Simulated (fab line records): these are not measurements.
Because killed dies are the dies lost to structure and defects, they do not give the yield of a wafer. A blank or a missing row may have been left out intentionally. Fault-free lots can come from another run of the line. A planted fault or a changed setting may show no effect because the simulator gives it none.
Matching of chambers + flow nand harc + cmp-01 running NHARC_A_M0_CMP_23: 4 sister chambers
The step polishes, t overpolish 20 s, target thk 113.75 nm. 8 wafers are shown with their chamber, then 9 later ones without.

## WAFERS, EACH WITH ITS CHAMBER
| wafer  | chamber | motor current A (A) | time to endpoint s (s) |
|--------|---------|---------------------|------------------------|
| L083.2 | 0       | 12.9                | 25.7                   |
| L083.5 | 3       | 11.9                | 28.0                   |
| L085.2 | 1       | 11.4                | 26.3                   |
| L085.3 | 3       | 11.8                | 26.9                   |
| L085.4 | 2       | 10.9                | 24.8                   |
| L086.2 | 1       | 12.1                | 25.3                   |
| L086.3 | 0       | 12.7                | 27.1                   |
| L086.5 | 2       | 11.5                | 28.7                   |

## WAFERS WITH NO CHAMBER GIVEN
| wafer  | motor current A (A) | time to endpoint s (s) |
|--------|---------------------|------------------------|
| L091.1 | 11.4                | 26.2                   |
| L091.3 | 12.7                | 27.4                   |
| L091.4 | 12.3                | 29.0                   |
| L095.1 | 11.5                | 32.2                   |
| L095.4 | 11.6                | 29.7                   |
| L095.5 | 12.4                | 29.6                   |
| L097.1 | 11.9                | 33.2                   |
| L097.4 | 11.8                | 30.6                   |
| L097.5 | 11.4                | 36.1                   |

## CHAMBER TAKEN BY EACH
| wafer  | from the rows above               | in truth |
|--------|-----------------------------------|----------|
| L091.1 | can't be placed: 2 or 1 or 3      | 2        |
| L091.3 | can't be placed: 0 or 3           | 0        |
| L091.4 | can't be placed: 3 or 0 or 1 or 2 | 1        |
| L095.1 | can't be placed: 3 or 2 or 1      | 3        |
| L095.4 | can't be placed: 3 or 2 or 1      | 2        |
| L095.5 | can't be placed: 3 or 0 or 1 or 2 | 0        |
| L097.1 | can't be placed: 3 or 2 or 1 or 0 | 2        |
| L097.4 | can't be placed: 3 or 2 or 1 or 0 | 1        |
| L097.5 | can't be placed: 3 or 2 or 1 or 0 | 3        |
Correct placement for 0 of the 9. Cannot be placed on the basis of these rows: 9; the candidates contain the true chamber in 9. 0 placed wrongly.
How it was worked out, from the rows above alone: a wafer's distance from a chamber is the root of the sum, over the readings, of the square of ((its reading less the chamber's mean) divided by the reading's scatter). If the next closest chamber is less than 2 further off than the closest, the wafer can't be placed; otherwise it belongs to the closest. A chamber's mean is the mean of its shown wafers. The scatter: take each reading less its chamber's mean, square it, sum over the shown wafers, divide by the number of wafers less the number of chambers, and take the root.
